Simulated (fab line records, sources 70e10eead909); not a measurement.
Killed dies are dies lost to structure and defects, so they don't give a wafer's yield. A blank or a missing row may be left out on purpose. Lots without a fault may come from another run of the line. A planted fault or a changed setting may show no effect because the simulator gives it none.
Which tool did it? | flow nand_harc | 12 lots, 36 wafers sampled, at 5 steps of a route of 1302

WHAT THE GAUGES READ, wafer by wafer
NHARC_END_SORT_01. Usual: killed_at_array 52, standard deviation 16; killed_at_other 0.8, standard deviation 0.98; killed_at_periphery 4.2, standard deviation 2.9; killed_dies 57, standard deviation 16; killed_open 3.3, standard deviation 1.9; killed_short 2.5, standard deviation 1.5.
lot  | measured     | on        | killed_at_array | killed_at_other | killed_at_periphery | killed_dies | killed_open | killed_short | flag
L264 | day 31 06:24 | prober-02 | 667 670 669     | 1 1 2           | 9 6 6               | 677 677 677 | 1 4 7       | 2 4 1        | OFF
L267 | day 32 07:26 | prober-01 | 670 670 673     | 0 1 0           | 7 6 4               | 677 677 677 | 1 2 2       | 4 2 0        | OFF

WHICH TOOL RAN EACH LOT (tool, then ch and the chambers of the sampled wafers, then the start)
lot  | NHARC_A_CONTACT_ETCH_117             | NHARC_A_CONTACT_ETCH_119             | NHARC_A_CONTACT_ETCH_120             | NHARC_A_CONTACT_ETCH_96
L248 | har_cap_etch-03 ch 0,1, day 22 07:26 | har_cap_etch-03 ch 0,1, day 22 07:47 | har_cap_etch-03 ch 0,1, day 22 07:57 | rie_diel-04 ch 0,1,3, day 22 09:31
L249 | har_cap_etch-02 ch 0,1, day 22 07:47 | har_cap_etch-02 ch 0,1, day 22 08:07 | har_cap_etch-02 ch 0,1, day 22 08:17 | rie_diel-04 ch 0,1,2, day 22 09:52
L250 | har_cap_etch-01 ch 0,1, day 22 21:02 | har_cap_etch-01 ch 0,1, day 22 21:22 | har_cap_etch-01 ch 0,1, day 22 21:32 | rie_diel-07 ch 2,3, day 23 00:02
L252 | har_cap_etch-03 ch 0,1, day 23 01:19 | har_cap_etch-03 ch 0,1, day 23 01:39 | har_cap_etch-03 ch 0,1, day 23 01:50 | rie_diel-04 ch 0,2,3, day 23 03:41
L253 | har_cap_etch-02 ch 0,1, day 23 01:51 | har_cap_etch-02 ch 0,1, day 23 02:12 | har_cap_etch-02 ch 0,1, day 23 02:22 | rie_diel-07 ch 0,1,3, day 23 04:01
L255 | har_cap_etch-01 ch 0, day 24 06:42   | har_cap_etch-01 ch 0, day 24 07:02   | har_cap_etch-01 ch 0, day 24 07:13   | rie_diel-13 ch 1,2, day 24 08:50
L254 | har_cap_etch-03 ch 1, day 24 07:35   | har_cap_etch-03 ch 1, day 24 07:55   | har_cap_etch-03 ch 1, day 24 08:06   | rie_diel-07 ch 1,2,3, day 24 09:41
L256 | har_cap_etch-03 ch 0,1, day 24 20:46 | har_cap_etch-03 ch 0,1, day 24 21:07 | har_cap_etch-03 ch 0,1, day 24 21:17 | rie_diel-13 ch 0,1,2, day 24 22:54
L258 | har_cap_etch-02 ch 0,1, day 25 16:11 | har_cap_etch-02 ch 0,1, day 25 16:31 | har_cap_etch-02 ch 0,1, day 25 16:41 | rie_diel-04 ch 1,2, day 25 18:17
L260 | har_cap_etch-01 ch 0,1, day 26 01:34 | har_cap_etch-01 ch 0,1, day 26 01:54 | har_cap_etch-01 ch 0,1, day 26 02:04 | rie_diel-07 ch 0,1,3, day 26 03:41
L264 | har_cap_etch-01 ch 0,1, day 28 12:39 | har_cap_etch-01 ch 0,1, day 28 13:00 | har_cap_etch-01 ch 0,1, day 28 13:10 | rie_diel-07 ch 0,3, day 28 14:48
L267 | har_cap_etch-02 ch 0,1, day 29 14:16 | har_cap_etch-02 ch 0,1, day 29 14:37 | har_cap_etch-02 ch 0,1, day 29 14:47 | rie_diel-07 ch 0,1,2, day 29 16:24
- NHARC_A_CONTACT_ETCH_117: etches the open film in C4F8/O2/Ar, time 190 s, target depth 1850 nm.
- NHARC_A_CONTACT_ETCH_119: etches the open film in C4F8/O2/Ar, time 190 s, target depth 1850 nm.
- NHARC_A_CONTACT_ETCH_120: etches the open film in C4F8/O2/Ar, time 190 s, target depth 1850 nm.
- NHARC_A_CONTACT_ETCH_96: etches the open film in C4F6/O2, target depth 20 nm, time 10 s.

WHAT THE TOOLS THEMSELVES READ (means of the sampled wafers that have a number; where no wafer has one, the mark that the record gives instead)
NHARC_A_CONTACT_ETCH_96. Usual: c4f6_flow_sccm 24.99 sccm, standard deviation 0.078; drypump_motor_current_A 5.5 A, standard deviation 0.53; oes_product_au 0.966 a.u., standard deviation 0.023; rf_fwd_power_W 588 W, standard deviation 3.1; rf_vpp_V 546 V, standard deviation 3.3; run_length_s 31.2 s, standard deviation 0.39; showerhead_plenum_p_Torr 3.90 Torr, standard deviation 0.16; throttle_valve_pct 26.903 %, standard deviation 0.01.
lot  | tool        | c4f6_flow_sccm (sccm) | drypump_motor_current_A (A) | oes_product_au (a.u.) | rf_fwd_power_W (W) | rf_vpp_V (V) | run_length_s (s) | showerhead_plenum_p_Torr (Torr) | throttle_valve_pct (%) | flag
L248 | rie_diel-04 | 25.06                 | 5.2                         | 0.943                 | 591                | 547          | 31.4             | 3.92                            | 26.899                 |
L249 | rie_diel-04 | 25.00                 | 5.3                         | 0.951                 | 590                | 549          | 31.3             | 4.01                            | 26.895                 |
L250 | rie_diel-07 | 24.98                 | 5.3                         | 0.990                 | 590                | 547          | 31.5             | 3.91                            | 26.900                 |
L252 | rie_diel-04 | 24.95                 | 5.7                         | 0.964                 | 589                | 548          | 31.1             | 4.01                            | 26.902                 |
L253 | rie_diel-07 | 25.10                 | 5.2                         | 1.001                 | 587                | 545          | 31.1             | 3.86                            | 26.904                 |
L255 | rie_diel-13 | 25.01                 | 5.5                         | 1.007                 | 586                | 544          | 31.1             | 3.80                            | 26.899                 |
L254 | rie_diel-07 | 25.03                 | 5.4                         | 0.961                 | 590                | 545          | 31.5             | 3.81                            | 26.905                 |
L256 | rie_diel-13 | 24.99                 | 5.6                         | 0.956                 | 585                | 543          | 31.1             | 3.75                            | 26.890                 |
L258 | rie_diel-04 | 25.05                 | 5.8                         | 0.972                 | 588                | 549          | 31.3             | 4.02                            | 26.890                 |
L260 | rie_diel-07 | 24.99                 | 5.2                         | 0.952                 | 589                | 544          | 31.2             | 3.86                            | 26.909                 |
L264 | rie_diel-07 | 24.97                 | 5.0                         | 0.977                 | -                  | 547          | 26.9             | 3.93                            | 26.909                 | OFF
L267 | rie_diel-07 | 25.00                 | 5.3                         | 0.967                 | -                  | 549          | 27.5             | 4.06                            | 26.903                 | OFF

THE ANSWER, worked out from the rows above alone
Rule: a lot is off if the mean of its wafers that have a number lies more than 3 standard deviations from the usual mean. A lot without any number at a reading at which 4 lots or more have one is off too. The other lots that the step has rows for count as sound. The gauges are gone through in route order, then the tools' own readings, and for those a lot's mean is taken as printed above. The first step at which some lot is off is used, and at that step the reading that is off furthest; a lot without a number counts as furthest.
Off: L264, L267, at NHARC_END_SORT_01 (killed_dies). Neither off nor sound, because the step has no rows for them: L248, L249, L250, L252, L253, L255, L254, L256, L258, L260.
A tool fits if, at a process step before that reading, it ran every lot that is off, and no sound lot after the first of them. The gauges at NHARC_END_SORT_01 aren't tried: what is off there is off at NHARC_A_CONTACT_ETCH_96 too, on other tools, and a gauge's error can't cause that. One fits: rie_diel-07 at NHARC_A_CONTACT_ETCH_96. It ran no sound lot before its first lot that is off in this sample, so the start can't be narrowed down.

WHAT THE SIMULATOR HAD PUT IN
Process parameter drift: rie_diel-07, from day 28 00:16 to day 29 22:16, at NHARC_A_CONTACT_ETCH_96. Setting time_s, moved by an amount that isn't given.
Lots struck among those shown: L264, L267. The rule above found the same.
